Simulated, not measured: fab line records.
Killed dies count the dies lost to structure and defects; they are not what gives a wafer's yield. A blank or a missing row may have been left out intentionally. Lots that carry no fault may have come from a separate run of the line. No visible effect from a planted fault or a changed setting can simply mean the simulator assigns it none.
fab line records + flow n5Finfet + part 1 of 2: steps 1 to 4 of 6
[record]
- lots = 21
- wafers = 63
- lastDay = 17
route steps=1938 shown HKMG_FIN@402 GATE_CUT@465
lots that met no fault: taken from a fault-free run of the same line
startH: start of the lot's first displayed wafer, in hours after the record's first day + waitH: time in hours since the lot's previous step + " repeats the value in the row above + L1.1+2: several wafers, shown together as one row + - no value present, or no start provided + * or withheld: withheld + < > ~ a bound
route shown NAME@n: NAME is a module with steps in the file, n the number in the route of the first one + usual: mean/standard deviation taken from wafers without a fault + same: alike in all rows + chamber/n: place in a boat + sites: each site's reading + _std_site: standard deviation of those values + _edge_site: inner sites' mean taken away from outer sites' mean + radiusMm: for every site, how far away it sits from the centre of the wafer + mask NAME#n: copy n + behind: the last tool/chamber to shape the wafer + hold: the reason the lot was held/the length of the hold in hours/how it ended + device: whichever transistor did not switch (one of n, p or np) + end of line: the same wafers' tests at the end of the route + step lacking rows: just its recipe + killed: at the first sort, the dies lost to defects and structure; wafer yield is something else + map: a wafer's dies, marking killed ones x, the rest . and places with no die _
set.NAME: setting as actually run; set.NAME@STEP: the setting as run at that earlier step + model.NAME: the simulator's own value behind a step, which no gauge read
route steps across a sampled set of lots; one table per step, one row per wafer
services: the hour from which a tool's chamber was out of use, counted from the record's first day as startH (under 0 if before that day), plus the number of hours and why
[[steps]]
[step N5_HKMG_FIN_ETCH_54]
[recipe]
- chemistry = CF4
- target = SiARC
- targetDepthA = 455
- maskMaterial = CAR-ArF
- timeS = 75.8
- ionEnergyEv = 80
- pressureMtorr = 40
- sourceW = 545
- biasW = 36
- Ar_flow_sccm = 100
- cf4FlowSccm = 100
- ends = cleared
[usual]
- biasW = 36.01/0.11
- drypumpMotorCurrentA = 5.62/0.29
- etchRfOnTimeS = 76.0/2.1
- oesProductAu = 0.65/0.051
- rfVppV = 184.1/1
- showerheadPlenumPTorr = 2.15/0.051
- throttleValvePct = 15.63/0.28
| lot.wafer | tool       | chamber | startH | waitH | biasW | drypumpMotorCurrentA | etchRfOnTimeS | oesProductAu | rfHoursCounterH | rfVppV | showerheadPlenumPTorr | throttleValvePct |
|-----------|------------|---------|--------|-------|-------|----------------------|---------------|--------------|-----------------|--------|-----------------------|------------------|
| L074.2    | rieDiel-01 | 2       | 69.35  | 0.0   | 36.09 | 5.73                 | 72.5          | 0.63         | 204             | 182.7  | 2.12                  | 15.99            |
| L074.4    | "          | 3       | "      | "     | 35.82 | 5.59                 | 74.8          | 0.63         | -               | 183.9  | 2.15                  | 15.88            |
| L074.5    | "          | 2       | "      | "     | 36.05 | 5.75                 | 73.0          | 0.62         | -               | 183.7  | 2.12                  | 15.99            |
| L075.3    | rieDiel-01 | 3       | 76.57  | 0.0   | 36.12 | 5.56                 | 75.1          | 0.63         | 176             | 184.7  | 2.14                  | 15.91            |
| L075.5    | "          | 3       | "      | "     | 35.98 | 5.53                 | 74.9          | 0.63         | -               | 184.9  | 2.14                  | 15.89            |
| L075.6    | "          | 2       | "      | "     | 35.98 | 5.72                 | 73.6          | 0.63         | -               | 182.6  | 2.11                  | 16.00            |
| L076.2    | rieDiel-05 | 2       | 84.00  | 0.0   | 35.95 | 5.23                 | 78.9          | 0.63         | 182             | 183.9  | 2.22                  | 15.93            |
| L076.5    | "          | 1       | "      | "     | 36.03 | 5.62                 | 78.9          | 0.65         | -               | 185.2  | 2.21                  | 15.54            |
| L076.6    | "          | 0       | "      | "     | 36.22 | 5.40                 | 74.1          | 0.68         | -               | 185.6  | 2.23                  | 15.87            |
| L077.2    | rieDiel-05 | 1       | 89.96  | 0.0   | 36.11 | 5.60                 | 79.9          | 0.65         | 155             | 184.1  | 2.21                  | 15.53            |
| L077.4    | "          | 0       | "      | "     | 35.74 | 5.40                 | 75.0          | 0.67         | 153             | 185.1  | 2.22                  | 15.87            |
| L077.6    | "          | 2       | "      | "     | 36.12 | 5.22                 | 80.1          | 0.62         | -               | 185.8  | 2.22                  | 15.94            |
| L078.3    | rieDiel-01 | 0       | 96.98  | 0.0   | 35.99 | 5.85                 | 77.2          | 0.56         | 240             | 184.4  | 2.11                  | 15.84            |
| L078.4    | "          | 1       | "      | "     | 35.78 | 5.76                 | 77.5          | 0.62         | 170             | 182.6  | 2.14                  | 15.33            |
| L078.6    | "          | 1       | "      | "     | 35.93 | 5.73                 | 76.6          | 0.62         | -               | 184.3  | 2.14                  | 15.34            |
| L079.2    | rieDiel-05 | 2       | 106.65 | 0.0   | 35.93 | 5.20                 | 78.7          | 0.62         | 192             | 184.2  | 2.22                  | 15.95            |
| L079.3    | "          | 1       | "      | "     | 35.95 | 5.63                 | 79.4          | 0.64         | 163             | 185.9  | 2.20                  | 15.56            |
| L079.4    | "          | 0       | "      | "     | 36.34 | 5.41                 | 74.7          | 0.65         | 160             | 185.0  | 2.22                  | 15.87            |
| L080.2    | rieDiel-01 | 0       | 109.35 | 0.0   | 35.95 | 5.87                 | 76.9          | 0.57         | 245             | 184.2  | 2.11                  | 15.84            |
| L080.4    | "          | 2       | "      | "     | 35.79 | 5.72                 | 73.5          | 0.63         | 222             | 183.4  | 2.11                  | 16.05            |
| L080.6    | "          | 1       | "      | "     | 35.94 | 5.77                 | 76.0          | 0.62         | -               | 183.6  | 2.14                  | 15.33            |
| L081.1    | rieDiel-03 | 0       | 115.52 | 0.0   | 36.00 | 5.88                 | 78.6          | 0.64         | 153             | 184.6  | 2.24                  | 15.49            |
| L081.4    | "          | 3       | "      | "     | 35.90 | 5.65                 | 72.4          | 0.72         | 90              | 184.5  | 2.07                  | 15.19            |
| L081.6    | "          | 0       | "      | "     | 35.80 | 5.89                 | 78.8          | 0.65         | -               | 187.4  | 2.24                  | 15.49            |
| L083.3    | rieDiel-01 | 2       | 123.89 | 0.0   | 36.17 | 5.72                 | 72.4          | 0.62         | 228             | 183.7  | 2.11                  | 16.04            |
| L083.4    | "          | 2       | "      | "     | 36.08 | 5.73                 | 73.3          | 0.62         | -               | 183.2  | 2.11                  | 16.05            |
| L083.5    | "          | 3       | "      | "     | 36.00 | 5.56                 | 74.4          | 0.62         | -               | 182.8  | 2.14                  | 15.96            |
| L084.2    | rieDiel-01 | 3       | 131.71 | 0.0   | 36.08 | 5.59                 | 73.5          | 0.62         | 199             | 184.3  | 2.14                  | 15.93            |
| L084.4    | "          | 1       | "      | "     | 35.98 | 5.76                 | 74.8          | 0.62         | -               | 183.7  | 2.14                  | 15.37            |
| L084.6    | "          | 3       | "      | "     | 36.01 | 5.62                 | 74.3          | 0.62         | -               | 182.8  | 2.14                  | 15.95            |
| L085.1    | rieDiel-03 | 0       | 144.20 | 0.0   | 35.98 | 5.91                 | 78.8          | 0.64         | 161             | 182.7  | 2.24                  | 15.50            |
| L085.2    | "          | 3       | "      | "     | 35.94 | 5.68                 | 73.1          | 0.71         | 98              | 183.8  | 2.07                  | 15.20            |
| L085.6    | "          | 2       | "      | "     | 36.02 | 5.02                 | 78.2          | 0.63         | -               | 182.4  | 2.14                  | 15.47            |
| L086.2    | rieDiel-03 | 1       | 146.55 | 0.0   | 36.01 | 5.67                 | 75.0          | 0.74         | 46              | 183.9  | 2.16                  | 15.35            |
| L086.3    | "          | 2       | "      | "     | 36.01 | 5.02                 | 77.4          | 0.63         | 165             | 183.7  | 2.14                  | 15.49            |
| L086.6    | "          | 1       | "      | "     | 36.05 | 5.67                 | 75.3          | 0.74         | -               | 184.9  | 2.16                  | 15.34            |
| L087.1    | rieDiel-01 | 2       | 150.38 | 0.0   | 35.83 | 5.72                 | 73.5          | 0.61         | 240             | 183.6  | 2.10                  | 16.06            |
| L087.5    | "          | 3       | "      | "     | 36.07 | 5.60                 | 74.7          | 0.61         | -               | 184.4  | 2.13                  | 15.95            |
| L087.6    | "          | 0       | "      | "     | 36.01 | 5.91                 | 76.3          | 0.81         | -               | 182.6  | 2.11                  | 15.37            |
| L089.2    | rieDiel-03 | 3       | 163.03 | 0.0   | 35.95 | 5.66                 | 72.6          | 0.70         | 105             | 183.5  | 2.07                  | 15.21            |
| L089.4    | "          | 2       | "      | "     | 35.95 | 5.02                 | 76.6          | 0.63         | 171             | 183.4  | 2.14                  | 15.50            |
| L089.5    | "          | 0       | "      | "     | 36.01 | 5.90                 | 78.9          | 0.63         | -               | 184.9  | 2.23                  | 15.52            |
| L090.2    | rieDiel-03 | 1       | 165.80 | 0.0   | 36.01 | 5.61                 | 75.7          | 0.72         | 53              | 183.3  | 2.16                  | 15.35            |
| L090.3    | "          | 3       | "      | "     | 35.97 | 5.65                 | 71.9          | 0.70         | 107             | 182.4  | 2.07                  | 15.22            |
| L090.6    | "          | 2       | "      | "     | 35.93 | 4.99                 | 77.2          | 0.63         | -               | 183.5  | 2.14                  | 15.52            |
| L091.2    | rieDiel-01 | 0       | 176.17 | 0.0   | 35.98 | 5.90                 | 76.3          | 0.78         | 15              | 182.8  | 2.10                  | 15.40            |
| L091.3    | "          | 3       | "      | "     | 36.00 | 5.60                 | 75.1          | 0.61         | 217             | 183.9  | 2.13                  | 15.98            |
| L091.6    | "          | 1       | "      | "     | 35.92 | 5.77                 | 77.4          | 0.60         | -               | 183.3  | 2.13                  | 15.40            |
| L092.2    | rieDiel-05 | 0       | 181.10 | 0.0   | 36.13 | 5.36                 | 74.2          | 0.65         | 182             | 186.7  | 2.21                  | 15.92            |
| L092.3    | "          | 1       | "      | "     | 36.10 | 5.61                 | 79.7          | 0.62         | 186             | 183.1  | 2.19                  | 15.61            |
| L092.4    | "          | 0       | "      | "     | 36.00 | 5.37                 | 73.8          | 0.65         | -               | 185.5  | 2.21                  | 15.93            |
| L093.1    | rieDiel-05 | 2       | 187.46 | 0.0   | 35.99 | 5.20                 | 79.4          | 0.60         | 214             | 183.5  | 2.21                  | 15.99            |
| L093.2    | "          | 1       | "      | "     | 36.02 | 5.63                 | 79.6          | 0.62         | 190             | 185.1  | 2.19                  | 15.61            |
| L093.5    | "          | 1       | "      | "     | 35.85 | 5.64                 | 80.1          | 0.61         | -               | 185.5  | 2.19                  | 15.60            |
| L095.1    | rieDiel-01 | 1       | 199.78 | 0.0   | 36.11 | 5.73                 | 77.9          | 0.59         | 209             | 183.3  | 2.13                  | 15.42            |
| L095.3    | "          | 3       | "      | "     | 36.15 | 5.53                 | 76.0          | 0.59         | 221             | 183.6  | 2.13                  | 15.99            |
| L095.4    | "          | 1       | "      | "     | 35.98 | 5.73                 | 78.4          | 0.59         | -               | 184.5  | 2.13                  | 15.41            |
| L096.1    | rieDiel-03 | 2       | 204.57 | 0.0   | 36.17 | 5.01                 | 77.1          | 0.62         | 188             | 184.5  | 2.13                  | 15.53            |
| L096.3    | "          | 3       | "      | "     | 35.93 | 5.65                 | 73.3          | 0.69         | 124             | 185.9  | 2.06                  | 15.26            |
| L096.4    | "          | 1       | "      | "     | 36.10 | 5.66                 | 75.1          | 0.70         | 71              | 182.0  | 2.15                  | 15.40            |
| L097.2    | rieDiel-03 | 0       | 212.03 | 0.0   | 35.84 | 5.89                 | 77.8          | 0.63         | 192             | 185.3  | 2.23                  | 15.57            |
| L097.4    | "          | 3       | "      | "     | 35.86 | 5.66                 | 72.2          | 0.68         | 128             | 183.7  | 2.06                  | 15.25            |
| L097.5    | "          | 0       | "      | "     | 36.03 | 5.88                 | 77.3          | 0.62         | -               | 184.8  | 2.23                  | 15.55            |
[step N5_HKMG_FIN_ALD_36]
[recipe]
- material = TiN
- targetThkA = 10
- tempC = 400
- aldPrecursorFamily = TiCl4
- aldCoReactant = NH3
- pulseTimeS = 1
- purgeTimeS = 3
- coReactantPurgeTimeS = 2
- coReactantPulseTimeS = 2
- aldCycles = 47
- pressureTorr = 3
[usual]
- heaterPowerW = 843/84
- precursorPulseHeightRel = 0.998/0.017
| lot.wafer | tool        | chamber | startH | waitH | heaterPowerW | precursorPulseHeightRel |
|-----------|-------------|---------|--------|-------|--------------|-------------------------|
| L074.2    | aldMetal-04 | 3       | 71.55  | 0.0   | 785          | 1.004                   |
| L074.4    | "           | 0       | "      | "     | 906          | 0.983                   |
| L074.5    | "           | 2       | "      | "     | 886          | 0.969                   |
| L075.3    | aldMetal-04 | 2       | 78.66  | 0.0   | 866          | 0.997                   |
| L075.5    | "           | 1       | "      | "     | 841          | 1.006                   |
| L075.6    | "           | 0       | "      | "     | 882          | 0.990                   |
| L076.2    | aldMetal-03 | 3       | 86.18  | 0.0   | 913          | 0.991                   |
| L076.5    | "           | 1       | "      | "     | 945          | 1.013                   |
| L076.6    | "           | 2       | "      | "     | 926          | 0.987                   |
| L077.2    | aldMetal-02 | 1       | 92.05  | 0.0   | 754          | 1.002                   |
| L077.4    | "           | 3       | "      | "     | 727          | 1.001                   |
| L077.6    | "           | 3       | "      | "     | 716          | 0.981                   |
| L078.3    | aldMetal-02 | 0       | 99.07  | 0.0   | 800          | 1.011                   |
| L078.4    | "           | 1       | "      | "     | 734          | 0.971                   |
| L078.6    | "           | 0       | "      | "     | 799          | 1.021                   |
| L079.2    | aldMetal-04 | 1       | 108.74 | 0.0   | 836          | 1.013                   |
| L079.3    | "           | 3       | "      | "     | 793          | 0.964                   |
| L079.4    | "           | 0       | "      | "     | 874          | 1.003                   |
| L080.2    | aldMetal-02 | 0       | 111.46 | 0.0   | 824          | 1.004                   |
| L080.4    | "           | 3       | "      | "     | 717          | 1.016                   |
| L080.6    | "           | 3       | "      | "     | 706          | 0.990                   |
| L081.1    | aldMetal-03 | 3       | 117.64 | 0.0   | 918          | 1.009                   |
| L081.4    | "           | 3       | "      | "     | 882          | 1.028                   |
| L081.6    | "           | 1       | "      | "     | 937          | 1.011                   |
| L083.3    | aldMetal-04 | 3       | 126.02 | 0.0   | 767          | 0.983                   |
| L083.4    | "           | 1       | "      | "     | 829          | 0.973                   |
| L083.5    | "           | 3       | "      | "     | 772          | 1.020                   |
| L084.2    | aldMetal-04 | 1       | 133.80 | 0.0   | 846          | 0.980                   |
| L084.4    | "           | 2       | "      | "     | 893          | 0.995                   |
| L084.6    | "           | 0       | "      | "     | 879          | 0.998                   |
| L085.1    | aldMetal-02 | 3       | 146.29 | 0.0   | 723          | 0.987                   |
| L085.2    | "           | 0       | "      | "     | 813          | 0.997                   |
| L085.6    | "           | 1       | "      | "     | 759          | 0.982                   |
| L086.2    | aldMetal-02 | 2       | 148.68 | 0.0   | 939          | 0.972                   |
| L086.3    | "           | 1       | "      | "     | 742          | 1.015                   |
| L086.6    | "           | 2       | "      | "     | 932          | 0.996                   |
| L087.1    | aldMetal-03 | 0       | 152.49 | 0.0   | 1055         | 0.999                   |
| L087.5    | "           | 0       | "      | "     | 1055         | 1.030                   |
| L087.6    | "           | 1       | "      | "     | 932          | 1.001                   |
| L089.2    | aldMetal-02 | 1       | 165.28 | 0.0   | 749          | 1.032                   |
| L089.4    | "           | 3       | "      | "     | 727          | 0.981                   |
| L089.5    | "           | 3       | "      | "     | 738          | 0.964                   |
| L090.2    | aldMetal-04 | 3       | 168.07 | 0.0   | 783          | 1.020                   |
| L090.3    | "           | 2       | "      | "     | 872          | 0.974                   |
| L090.6    | "           | 3       | "      | "     | 795          | 0.981                   |
| L091.2    | aldMetal-02 | 1       | 178.29 | 0.0   | 759          | 1.018                   |
| L091.3    | "           | 0       | "      | "     | 808          | 0.991                   |
| L091.6    | "           | 3       | "      | "     | 718          | 0.969                   |
| L092.2    | aldMetal-02 | 2       | 183.19 | 0.0   | 944          | 0.973                   |
| L092.3    | "           | 3       | "      | "     | 710          | 0.992                   |
| L092.4    | "           | 1       | "      | "     | 767          | 0.991                   |
| L093.1    | aldMetal-02 | 2       | 189.55 | 0.0   | 941          | 0.986                   |
| L093.2    | "           | 0       | "      | "     | 800          | 1.003                   |
| L093.5    | "           | 2       | "      | "     | 956          | 1.016                   |
| L095.1    | aldMetal-02 | 1       | 201.95 | 0.0   | 761          | 0.995                   |
| L095.3    | "           | 2       | "      | "     | 955          | 1.015                   |
| L095.4    | "           | 0       | "      | "     | 821          | 1.002                   |
| L096.1    | aldMetal-02 | 0       | 206.66 | 0.0   | 818          | 1.001                   |
| L096.3    | "           | 2       | "      | "     | 953          | 0.975                   |
| L096.4    | "           | 1       | "      | "     | 753          | 1.006                   |
| L097.2    | aldMetal-03 | 0       | 214.13 | 0.0   | 1025         | 0.984                   |
| L097.4    | "           | 2       | "      | "     | 897          | 0.992                   |
| L097.5    | "           | 1       | "      | "     | 935          | 1.013                   |
[step N5_HKMG_FIN_STRIP_34]
[recipe]
- chemistry = CF4
- resist = SiARC
- powerW = 300
- biasPowerW = 75
- pressureMtorr = 50
- cf4FlowSccm = 150
- rfFrequencyHz = 6e+07
[usual]
- drypumpMotorCurrentA = 5.6/0.33
- oesProductAu = 0.76/0.061
- rfVppV = 271.3/1.3
- showerheadPlenumPTorr = 1.80/0.047
- throttleValvePct = 13.60/0.27
| lot.wafer | tool       | chamber | startH | waitH | drypumpMotorCurrentA | oesProductAu | rfHoursCounterH | rfVppV | showerheadPlenumPTorr | throttleValvePct |
|-----------|------------|---------|--------|-------|----------------------|--------------|-----------------|--------|-----------------------|------------------|
| L074.2    | rieDiel-05 | 0       | 73.07  | 0.0   | 5.4                  | 0.77         | 146             | 273.3  | 1.87                  | 13.82            |
| L074.4    | "          | 1       | "      | "     | 5.6                  | 0.77         | 148             | 272.5  | 1.85                  | 13.52            |
| L074.5    | "          | 2       | "      | "     | 5.2                  | 0.74         | -               | 273.5  | 1.87                  | 13.91            |
| L075.3    | rieDiel-05 | 2       | 80.88  | 0.0   | 5.2                  | 0.74         | 181             | 270.3  | 1.86                  | 13.92            |
| L075.5    | "          | 2       | "      | "     | 5.2                  | 0.74         | -               | 272.0  | 1.86                  | 13.90            |
| L075.6    | "          | 1       | "      | "     | 5.6                  | 0.77         | -               | 272.7  | 1.85                  | 13.55            |
| L076.2    | rieDiel-03 | 3       | 87.70  | 0.0   | 5.7                  | 0.82         | 85              | 270.1  | 1.75                  | 13.19            |
| L076.5    | "          | 3       | "      | "     | 5.7                  | 0.82         | -               | 268.7  | 1.75                  | 13.21            |
| L076.6    | "          | 2       | "      | "     | 5.0                  | 0.76         | -               | 270.5  | 1.80                  | 13.46            |
| L077.2    | rieDiel-05 | 1       | 94.00  | 0.0   | 5.6                  | 0.77         | 156             | 272.5  | 1.85                  | 13.56            |
| L077.4    | "          | 3       | "      | "     | 6.5                  | 0.69         | 220             | 269.9  | 1.71                  | 13.75            |
| L077.6    | "          | 0       | "      | "     | 5.4                  | 0.77         | -               | 272.9  | 1.87                  | 13.84            |
| L078.3    | rieDiel-01 | 1       | 101.56 | 0.0   | 5.8                  | 0.73         | 172             | 272.0  | 1.80                  | 13.38            |
| L078.4    | "          | 2       | "      | "     | 5.7                  | 0.71         | 218             | 271.8  | 1.77                  | 14.03            |
| L078.6    | "          | 3       | "      | "     | 5.6                  | 0.71         | -               | 271.2  | 1.79                  | 13.87            |
| L079.2    | rieDiel-03 | 2       | 110.60 | 0.0   | 5.0                  | 0.76         | 153             | 270.0  | 1.80                  | 13.47            |
| L079.3    | "          | 0       | "      | "     | 5.9                  | 0.77         | 151             | 272.0  | 1.88                  | 13.49            |
| L079.4    | "          | 1       | "      | "     | 5.7                  | 0.88         | 33              | 272.3  | 1.82                  | 13.28            |
| L080.2    | rieDiel-01 | 3       | 112.98 | 0.0   | 5.5                  | 0.71         | 192             | 270.6  | 1.79                  | 13.87            |
| L080.4    | "          | 0       | "      | "     | 5.9                  | 0.66         | 248             | 269.0  | 1.76                  | 13.84            |
| L080.6    | "          | 1       | "      | "     | 5.8                  | 0.71         | -               | 269.8  | 1.80                  | 13.40            |
| L081.1    | rieDiel-03 | 3       | 119.17 | 0.0   | 5.6                  | 0.81         | 91              | 270.3  | 1.74                  | 13.21            |
| L081.4    | "          | 2       | "      | "     | 5.0                  | 0.75         | 156             | 271.0  | 1.80                  | 13.48            |
| L081.6    | "          | 2       | "      | "     | 5.0                  | 0.75         | -               | 270.7  | 1.80                  | 13.46            |
| L083.3    | rieDiel-01 | 2       | 127.42 | 0.0   | 5.7                  | 0.70         | 230             | 270.2  | 1.77                  | 14.08            |
| L083.4    | "          | 3       | "      | "     | 5.6                  | 0.70         | -               | 270.7  | 1.78                  | 13.91            |
| L083.5    | "          | 1       | "      | "     | 5.8                  | 0.72         | -               | 271.2  | 1.80                  | 13.41            |
| L084.2    | rieDiel-01 | 1       | 135.33 | 0.0   | 5.7                  | 0.71         | 188             | 271.5  | 1.80                  | 13.41            |
| L084.4    | "          | 3       | "      | "     | 5.6                  | 0.70         | -               | 271.2  | 1.78                  | 13.92            |
| L084.6    | "          | 2       | "      | "     | 5.7                  | 0.70         | -               | 270.1  | 1.77                  | 14.06            |
| L085.1    | rieDiel-01 | 2       | 147.81 | 0.0   | 5.7                  | 0.69         | 238             | 270.5  | 1.77                  | 14.09            |
| L085.2    | "          | 0       | "      | "     | 5.9                  | 0.94         | 4               | 269.0  | 1.76                  | 13.31            |
| L085.6    | "          | 1       | "      | "     | 5.7                  | 0.71         | -               | 271.5  | 1.80                  | 13.43            |
| L086.2    | rieDiel-03 | 3       | 150.43 | 0.0   | 5.7                  | 0.80         | 100             | 269.5  | 1.74                  | 13.24            |
| L086.3    | "          | 2       | "      | "     | 5.0                  | 0.75         | 166             | 270.9  | 1.80                  | 13.50            |
| L086.6    | "          | 2       | "      | "     | 5.0                  | 0.75         | -               | 270.8  | 1.80                  | 13.48            |
| L087.1    | rieDiel-03 | 1       | 154.01 | 0.0   | 5.6                  | 0.85         | 49              | 271.3  | 1.81                  | 13.33            |
| L087.5    | "          | 2       | "      | "     | 5.0                  | 0.74         | -               | 270.8  | 1.80                  | 13.50            |
| L087.6    | "          | 3       | "      | "     | 5.6                  | 0.80         | -               | 270.0  | 1.74                  | 13.25            |
| L089.2    | rieDiel-03 | 3       | 167.71 | 0.0   | 5.6                  | 0.80         | 108             | 270.6  | 1.74                  | 13.25            |
| L089.4    | "          | 1       | "      | "     | 5.7                  | 0.85         | 54              | 270.6  | 1.81                  | 13.34            |
| L089.5    | "          | 2       | "      | "     | 5.0                  | 0.74         | -               | 271.2  | 1.80                  | 13.51            |
| L090.2    | rieDiel-03 | 2       | 170.46 | 0.0   | 5.0                  | 0.74         | 175             | 271.9  | 1.80                  | 13.51            |
| L090.3    | "          | 3       | "      | "     | 5.7                  | 0.80         | 109             | 269.6  | 1.74                  | 13.26            |
| L090.6    | "          | 0       | "      | "     | 5.9                  | 0.75         | -               | 272.2  | 1.88                  | 13.53            |
| L091.2    | rieDiel-05 | 1       | 179.81 | 0.0   | 5.6                  | 0.74         | 185             | 272.8  | 1.84                  | 13.62            |
| L091.3    | "          | 2       | "      | "     | 5.2                  | 0.72         | 208             | 273.3  | 1.86                  | 13.97            |
| L091.6    | "          | 1       | "      | "     | 5.6                  | 0.75         | -               | 271.9  | 1.84                  | 13.61            |
| L092.2    | rieDiel-03 | 1       | 185.14 | 0.0   | 5.7                  | 0.83         | 62              | 272.1  | 1.81                  | 13.35            |
| L092.3    | "          | 3       | "      | "     | 5.7                  | 0.79         | 115             | 269.7  | 1.74                  | 13.26            |
| L092.4    | "          | 2       | "      | "     | 5.0                  | 0.74         | 181             | 270.9  | 1.79                  | 13.52            |
| L093.1    | rieDiel-05 | 1       | 191.27 | 0.0   | 5.6                  | 0.74         | 193             | 271.7  | 1.84                  | 13.64            |
| L093.2    | "          | 0       | "      | "     | 5.4                  | 0.74         | 190             | 273.5  | 1.86                  | 13.92            |
| L093.5    | "          | 1       | "      | "     | 5.6                  | 0.74         | -               | 272.0  | 1.84                  | 13.64            |
| L095.1    | rieDiel-01 | 0       | 203.36 | 0.0   | 5.9                  | 0.88         | 21              | 270.4  | 1.76                  | 13.33            |
| L095.3    | "          | 1       | "      | "     | 5.8                  | 0.70         | 211             | 271.1  | 1.79                  | 13.46            |
| L095.4    | "          | 1       | "      | "     | 5.8                  | 0.70         | -               | 271.2  | 1.79                  | 13.46            |
| L096.1    | rieDiel-01 | 3       | 208.26 | 0.0   | 5.6                  | 0.69         | 226             | 269.6  | 1.78                  | 13.96            |
| L096.3    | "          | 0       | "      | "     | 5.9                  | 0.89         | 24              | 270.5  | 1.76                  | 13.34            |
| L096.4    | "          | 0       | "      | "     | 5.9                  | 0.89         | -               | 271.6  | 1.76                  | 13.34            |
| L097.2    | rieDiel-01 | 2       | 215.56 | 0.0   | 5.8                  | 0.95         | 1               | 271.3  | 1.76                  | 13.51            |
| L097.4    | "          | 1       | "      | "     | 5.8                  | 0.70         | 216             | 269.3  | 1.79                  | 13.47            |
| L097.5    | "          | 3       | "      | "     | 5.5                  | 0.69         | -               | 268.9  | 1.77                  | 13.97            |
[step N5_HKMG_FIN_ALD_91]
[recipe]
- material = TiN
- targetThkA = 10
- tempC = 400
- aldPrecursorFamily = TiCl4
- aldCoReactant = NH3
- pulseTimeS = 1
- purgeTimeS = 3
- coReactantPurgeTimeS = 2
- coReactantPulseTimeS = 2
- aldCycles = 47
- pressureTorr = 3
[usual]
- heaterPowerW = 878/81
- precursorPulseHeightRel = 1.000/0.018
| lot.wafer | tool        | chamber | startH | waitH | heaterPowerW | precursorPulseHeightRel |
|-----------|-------------|---------|--------|-------|--------------|-------------------------|
| L074.2    | aldMetal-03 | 2       | 73.77  | 0.3   | 914          | 1.012                   |
| L074.4    | "           | 3       | "      | "     | 884          | 1.000                   |
| L074.5    | "           | 0       | "      | "     | 1060         | 0.980                   |
| L075.3    | aldMetal-03 | 0       | 81.60  | 0.2   | 1032         | 1.011                   |
| L075.5    | "           | 1       | "      | "     | 933          | 1.019                   |
| L075.6    | "           | 2       | "      | "     | 922          | 1.012                   |
| L076.2    | aldMetal-04 | 1       | 88.40  | 0.3   | 818          | 0.983                   |
| L076.5    | "           | 3       | "      | "     | 785          | 1.033                   |
| L076.6    | "           | 0       | "      | "     | 905          | 0.990                   |
| L077.2    | aldMetal-04 | 3       | 94.69  | 0.3   | 794          | 1.018                   |
| L077.4    | "           | 0       | "      | "     | 915          | 0.980                   |
| L077.6    | "           | 2       | "      | "     | 885          | 1.016                   |
| L078.3    | aldMetal-04 | 3       | 102.26 | 0.1   | 799          | 0.981                   |
| L078.4    | "           | 0       | "      | "     | 904          | 0.986                   |
| L078.6    | "           | 2       | "      | "     | 856          | 0.966                   |
| L079.2    | aldMetal-04 | 2       | 111.32 | 0.3   | 877          | 1.022                   |
| L079.3    | "           | 1       | "      | "     | 830          | 1.012                   |
| L079.4    | "           | 3       | "      | "     | 803          | 1.010                   |
| L080.2    | aldMetal-03 | 0       | 113.68 | 0.3   | 1079         | 0.992                   |
| L080.4    | "           | 3       | "      | "     | 892          | 0.952                   |
| L080.6    | "           | 1       | "      | "     | 942          | 0.987                   |
| L081.1    | aldMetal-04 | 3       | 119.86 | 0.3   | 788          | 0.973                   |
| L081.4    | "           | 0       | "      | "     | 896          | 1.026                   |
| L081.6    | "           | 2       | "      | "     | 889          | 0.987                   |
| L083.3    | aldMetal-04 | 3       | 128.12 | 0.1   | 788          | 1.048                   |
| L083.4    | "           | 1       | "      | "     | 857          | 0.996                   |
| L083.5    | "           | 0       | "      | "     | 902          | 0.988                   |
| L084.2    | aldMetal-03 | 2       | 136.06 | 0.3   | 934          | 1.001                   |
| L084.4    | "           | 1       | "      | "     | 920          | 1.017                   |
| L084.6    | "           | 3       | "      | "     | 888          | 0.997                   |
| L085.1    | aldMetal-03 | 2       | 148.51 | 0.3   | 901          | 1.017                   |
| L085.2    | "           | 0       | "      | "     | 1044         | 0.987                   |
| L085.6    | "           | 1       | "      | "     | 937          | 1.025                   |
| L086.2    | aldMetal-04 | 2       | 151.13 | 0.3   | 879          | 0.974                   |
| L086.3    | "           | 0       | "      | "     | 891          | 0.981                   |
| L086.6    | "           | 3       | "      | "     | 789          | 1.012                   |
| L087.1    | aldMetal-03 | 0       | 154.71 | 0.3   | 1066         | 1.008                   |
| L087.5    | "           | 3       | "      | "     | 882          | 1.026                   |
| L087.6    | "           | 0       | "      | "     | 1046         | 1.004                   |
| L089.2    | aldMetal-02 | 1       | 168.40 | 0.3   | 766          | 0.997                   |
| L089.4    | "           | 2       | "      | "     | 959          | 1.022                   |
| L089.5    | "           | 0       | "      | "     | 806          | 0.998                   |
| L090.2    | aldMetal-02 | 3       | 171.37 | 0.5   | 732          | 1.025                   |
| L090.3    | "           | 2       | "      | "     | 946          | 0.979                   |
| L090.6    | "           | 3       | "      | "     | 748          | 0.992                   |
| L091.2    | aldMetal-03 | 2       | 180.51 | 0.3   | 931          | 0.990                   |
| L091.3    | "           | 0       | "      | "     | 1038         | 1.011                   |
| L091.6    | "           | 1       | "      | "     | 937          | 1.006                   |
| L092.2    | aldMetal-02 | 3       | 185.84 | 0.3   | 710          | 1.005                   |
| L092.3    | "           | 0       | "      | "     | 788          | 0.999                   |
| L092.4    | "           | 1       | "      | "     | 766          | 0.990                   |
| L093.1    | aldMetal-04 | 3       | 191.98 | 0.3   | 754          | 0.976                   |
| L093.2    | "           | 0       | "      | "     | 878          | 1.013                   |
| L093.5    | "           | 0       | "      | "     | 924          | 0.997                   |
| L095.1    | aldMetal-03 | 3       | 204.06 | 0.3   | 886          | 0.981                   |
| L095.3    | "           | 0       | "      | "     | 1036         | 1.019                   |
| L095.4    | "           | 1       | "      | "     | 931          | 0.993                   |
| L096.1    | aldMetal-03 | 2       | 208.97 | 0.3   | 930          | 1.011                   |
| L096.3    | "           | 1       | "      | "     | 925          | 1.013                   |
| L096.4    | "           | 0       | "      | "     | 1056         | 1.004                   |
| L097.2    | aldMetal-04 | 3       | 216.25 | 0.3   | 790          | 0.962                   |
| L097.4    | "           | 0       | "      | "     | 880          | 0.984                   |
| L097.5    | "           | 0       | "      | "     | 921          | 0.997                   |
